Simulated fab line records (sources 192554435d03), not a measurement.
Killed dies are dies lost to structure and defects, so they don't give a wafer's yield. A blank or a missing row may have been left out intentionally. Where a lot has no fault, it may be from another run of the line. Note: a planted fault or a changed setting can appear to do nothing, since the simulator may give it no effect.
What tool caused it? + flow n5-finfet + 12 lots with 36 wafers sampled at 5 steps, on a route of 1938 steps

== WHAT EACH GAUGE READ, for each wafer ==
N5_BEOL_M10_CD_MEAS_28: target cd 70 nm.
| lot  | measured     | on        | cd-nm (nm)     |
|------|--------------|-----------|----------------|
| L076 | day 10 03:45 | cd-sem-01 | 70.5 69.9 69.7 |
| L077 | day 10 11:26 | cd-sem-03 | 69.5 68.8 67.1 |
| L079 | day 11 11:50 | cd-sem-01 | 71.1 69.3 70.6 |
| L081 | day 11 23:52 | cd-sem-03 | 68.6 69.1 68.1 |
| L083 | day 12 07:05 | cd-sem-01 | 69.6 69.2 69.5 |
| L085 | day 13 06:54 | cd-sem-01 | 69.6 68.9 69.0 |
| L089 | day 13 14:08 | cd-sem-02 | 71.0 72.0 70.9 |
| L088 | day 14 13:19 | cd-sem-02 | 69.4 69.4 69.4 |
| L091 | day 14 20:42 | cd-sem-01 | 69.9 70.3 69.4 |
| L093 | day 15 15:33 | cd-sem-02 | 69.9 70.3 69.1 |
| L097 | day 15 22:16 | cd-sem-03 | 71.0 69.8 71.3 |
| L096 | day 16 02:09 | cd-sem-02 | 69.2 69.5 68.9 |

== EACH LOT AND THE TOOL THAT RAN IT (in order: tool; ch and the chambers of the sampled wafers; start) ==
| lot  | N5_BEOL_M9_DEGAS_44          | N5_BEOL_M9_PRE_CLEAN_45      | N5_BEOL_M10_ETCH_61                | N5_BEOL_M10_STRIP_67               |
|------|------------------------------|------------------------------|------------------------------------|------------------------------------|
| L076 | pvd-sputter-03, day 9 20:11  | pvd-sputter-03, day 9 20:13  | rie-diel-05 ch 0,3, day 10 01:52   | rie-diel-05 ch 0,3, day 10 02:04   |
| L077 | pvd-sputter-03, day 10 04:46 | pvd-sputter-03, day 10 04:48 | rie-diel-05 ch 0,1,3, day 10 08:29 | rie-diel-05 ch 0,1,3, day 10 08:41 |
| L079 | pvd-sputter-01, day 10 22:33 | pvd-sputter-01, day 10 22:35 | rie-diel-05 ch 1,2,3, day 11 06:54 | rie-diel-05 ch 1,2,3, day 11 07:05 |
| L081 | pvd-sputter-02, day 11 12:56 | pvd-sputter-02, day 11 12:59 | rie-diel-05 ch 1,2, day 11 21:00   | rie-diel-05 ch 1,2, day 11 21:12   |
| L083 | pvd-sputter-01, day 12 01:11 | pvd-sputter-01, day 12 01:14 | rie-diel-04 ch 0,1, day 12 06:13   | rie-diel-04 ch 0,1, day 12 06:24   |
| L085 | pvd-sputter-02, day 12 22:17 | pvd-sputter-02, day 12 22:20 | rie-diel-03 ch 1,2, day 13 05:00   | rie-diel-03 ch 1,2, day 13 05:12   |
| L089 | pvd-sputter-03, day 13 08:16 | pvd-sputter-03, day 13 08:19 | rie-diel-04 ch 0,3, day 13 12:01   | rie-diel-04 ch 0,3, day 13 12:13   |
| L088 | pvd-sputter-03, day 14 04:43 | pvd-sputter-03, day 14 04:45 | rie-diel-03 ch 2,3, day 14 11:03   | rie-diel-03 ch 2,3, day 14 11:15   |
| L091 | pvd-sputter-02, day 14 14:23 | pvd-sputter-02, day 14 14:25 | rie-diel-03 ch 1,2,3, day 14 18:19 | rie-diel-03 ch 1,2,3, day 14 18:31 |
| L093 | pvd-sputter-03, day 15 08:49 | pvd-sputter-03, day 15 08:51 | rie-diel-04 ch 0,3, day 15 12:29   | rie-diel-04 ch 0,3, day 15 12:41   |
| L097 | pvd-sputter-03, day 15 16:44 | pvd-sputter-03, day 15 16:46 | rie-diel-04 ch 0,1,2, day 15 20:48 | rie-diel-04 ch 0,1,2, day 15 21:00 |
| L096 | pvd-sputter-02, day 15 20:00 | pvd-sputter-02, day 15 20:02 | rie-diel-05 ch 1,2, day 15 23:46   | rie-diel-05 ch 1,2, day 15 23:58   |
- N5_BEOL_M9_DEGAS_44: time 60 s.
- N5_BEOL_M9_PRE_CLEAN_45: time 30 s.
- N5_BEOL_M10_ETCH_61: etches SiARC in CF4, target depth 39 nm, time 65 s.
- N5_BEOL_M10_STRIP_67: strips in CF4.

== THE ANSWER, worked out from the rows above alone ==
Rule: the lots themselves supply what counts as usual. The widest of any qualifying gaps counts: lots, ordered by their means at a reading, are off when they make up no more than a third of the lots, leave a main group of 4 or more, and stand apart from it by 3 or more times the standard deviation of that group's means. Not used: any main group whose means are identical at the precision the tables above print for the reading. A lot without any number at a reading at which 4 lots or more have one is off too. The other lots that the step has rows for count as sound.
None of the lots is off at any reading shown; this tells nothing.

== WHAT WAS PUT IN BY THE SIMULATOR ==
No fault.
